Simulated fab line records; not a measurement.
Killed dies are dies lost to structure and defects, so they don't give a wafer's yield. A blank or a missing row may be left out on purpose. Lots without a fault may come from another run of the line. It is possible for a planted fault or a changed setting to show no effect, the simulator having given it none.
Which tool was responsible?	flow n5_finfet	32 wafers from 11 lots sampled at 4 of the route's 1938 steps

## WHAT EACH GAUGE READ, for each wafer
N5_PASSIVATION_OVL_MEAS_66.
lot	measured	on	PASS_OPEN_OVL (nm)
L822	day 13 00:34	overlay-01	1 -1 -4
L824	day 13 11:19	overlay-02	9 8 8
L826	day 13 15:37	overlay-02	9 3 2
L827	day 15 22:47	overlay-01	-6 -1 -1
L828	day 14 20:16	overlay-01	3 -1 3
L829	day 15 05:16	overlay-01	-8 -5
L831	day 15 12:45	overlay-02	11 14 9
L832	day 15 17:58	overlay-02	-2 -1 3
L835	day 15 23:25	overlay-01	-7 -21 -8
L838	day 16 23:46	overlay-02	-4 -5 -2
L842	day 17 22:55	overlay-01	3 1 -4

## WHAT TOOL EACH LOT RAN ON (gives the tool, then ch and the chambers of the sampled wafers, and finally the start)
lot	N5_BEOL_M3_VIA_ETCH_34	N5_MIM_BOT_ETCH_ETCH_00	N5_PASSIVATION_DESCUM_12
L822	rie_diel-05 ch 0,1,2, day 8 00:08	rie_metal-01 ch 0,1, day 12 15:26	rie_diel-06 ch 1,2,3, day 12 18:34
L824	rie_diel-06 ch 2,3, day 8 06:23	rie_metal-02 ch 0,1, day 13 05:22	rie_diel-03 ch 0,2,3, day 13 06:46
L826	rie_diel-05 ch 0,1,2, day 8 16:08	rie_metal-02 ch 0,1, day 13 09:01	rie_diel-03 ch 0,2,3, day 13 12:22
L827	rie_diel-05 ch 0,2,3, day 9 02:26	rie_metal-02 ch 0,1, day 15 17:39	rie_diel-03 ch 0,1,2, day 15 19:43
L828	rie_diel-06 ch 2,3, day 9 19:10	rie_metal-02 ch 0,1, day 14 12:35	rie_diel-06 ch 1,2, day 14 14:17
L829	rie_diel-03 ch 1,3, day 9 23:14	rie_metal-03 ch 0, day 14 21:53	rie_diel-06 ch 1, day 15 01:10
L831	rie_diel-03 ch 0,2,3, day 10 12:23	rie_metal-01 ch 0,1, day 15 07:23	rie_diel-03 ch 0,1,2, day 15 09:02
L832	rie_diel-03 ch 1,2, day 10 15:58	rie_metal-01 ch 1, day 15 12:32	rie_diel-03 ch 2,3, day 15 14:02
L835	rie_diel-03 ch 0,1,2, day 11 02:38	rie_metal-01 ch 1, day 15 15:01	rie_diel-06 ch 0,1, day 15 19:46
L838	rie_diel-03 ch 1,3, day 12 01:49	rie_metal-01 ch 0,1, day 16 18:41	rie_diel-03 ch 1,3, day 16 20:16
L842	rie_diel-05 ch 0,3, day 12 21:45	rie_metal-03 ch 0,1, day 17 15:54	rie_diel-05 ch 0,1,3, day 17 19:10
- N5_BEOL_M3_VIA_ETCH_34: etches the open film in C4F6/O2, target depth 69.4 nm, time 65.9 s.
- N5_MIM_BOT_ETCH_ETCH_00: etches TiN in Cl2/BCl3, target depth 45.5 nm.
- N5_PASSIVATION_DESCUM_12: chemistry O2, time 7.9 s.

## THE ANSWER, worked out from the rows above alone
Rule: what is usual is taken from the lots themselves. The widest of any qualifying gaps counts: lots, ordered by their means at a reading, are off when they make up no more than a third of the lots, leave a main group of 4 or more, and stand apart from it by 3 or more times the standard deviation of that group's means. Not used: any main group whose means are identical at the precision the tables above print for the reading. Also off: a lot with no number at a reading for which 4 or more lots have one. All remaining lots with rows at the step are treated as sound.
No lot is off on any of the readings shown, so nothing can be concluded from this.

## WHAT THE SIMULATOR PUT IN
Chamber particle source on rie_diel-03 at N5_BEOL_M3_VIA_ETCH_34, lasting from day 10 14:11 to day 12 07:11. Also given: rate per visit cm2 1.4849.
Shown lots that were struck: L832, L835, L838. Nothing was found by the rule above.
